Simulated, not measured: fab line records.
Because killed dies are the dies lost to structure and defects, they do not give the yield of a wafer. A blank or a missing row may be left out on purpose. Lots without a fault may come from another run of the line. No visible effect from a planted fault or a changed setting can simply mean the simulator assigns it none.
Which tool did it?	flow nand harc	6 lots with 18 wafers sampled at 4 steps, on a route of 1302 steps

WHAT EACH GAUGE READ, for each wafer
NHARC_A_SOURCE_PLATE_INSPECT_08.
lot	measured	on	raw defect count
L908	day 7 21:02	defect inspect-01	29 50 17
L921	day 13 11:13	defect inspect-01	54 66 40
L924	day 14 10:36	defect inspect-02	54 70 35
L927	day 15 21:40	defect inspect-01	47 30 40
L929	day 16 07:54	defect inspect-01	55 36 32
L931	day 17 02:59	defect inspect-02	41 63 75

TOOL THAT RAN EACH LOT (tool first, then ch and the chambers of the sampled wafers, then the start)
lot	NHARC_A_ZERO_WELL_ETCH_19	NHARC_A_ZERO_WELL_RTA_16	NHARC_A_SOURCE_PLATE_PRECLEAN_00
L908	rie diel-08 ch 2,3, day 6 23:45	rtp anneal-01 ch 0, day 7 00:50	wet bench-03 ch 0,5,6, day 7 01:02
L921	rie diel-08 ch 0,1,2, day 12 10:31	rtp anneal-01 ch 0, day 12 11:38	wet bench-03 ch 2,3,4, day 12 11:53
L924	rie diel-08 ch 0,2, day 13 11:22	rtp anneal-02 ch 0, day 13 12:24	wet bench-05 ch 0,1,5, day 13 12:40
L927	rie diel-08 ch 0,2,3, day 14 21:46	rtp anneal-02 ch 0, day 14 23:22	wet bench-09 ch 4,5,7, day 14 23:31
L929	rie diel-07 ch 0,1, day 15 08:42	rtp anneal-01 ch 0, day 15 09:43	wet bench-09 ch 0,5,7, day 15 09:58
L931	rie diel-07 ch 0,1,3, day 16 06:34	rtp anneal-01 ch 0, day 16 07:44	wet bench-05 ch 4,5,6, day 16 07:57
- NHARC_A_ZERO_WELL_ETCH_19: etches the open film in N2/H2, target depth 80 nm, overetch 24 nm, time 87.88 s.
- NHARC_A_ZERO_WELL_RTA_16: time 10 s.
- NHARC_A_SOURCE_PLATE_PRECLEAN_00: cleans in HF-LAST, time 60 s.

THE ANSWER, worked out from the rows above alone
Rule: the usual values come from the lots themselves. The widest of any qualifying gaps counts: lots, ordered by their means at a reading, are off when they make up no more than a third of the lots, leave a main group of 4 or more, and stand apart from it by 3 or more times the standard deviation of that group's means. A main group whose means are all the same, to the digits that the tables above print for the reading, isn't used. A lot without any number at a reading at which 4 lots or more have one is off too. Any other lot the step has rows for is counted as sound.
Nothing can be told from this: no lot is off at any reading shown.

WHAT THE SIMULATOR HAD INSERTED
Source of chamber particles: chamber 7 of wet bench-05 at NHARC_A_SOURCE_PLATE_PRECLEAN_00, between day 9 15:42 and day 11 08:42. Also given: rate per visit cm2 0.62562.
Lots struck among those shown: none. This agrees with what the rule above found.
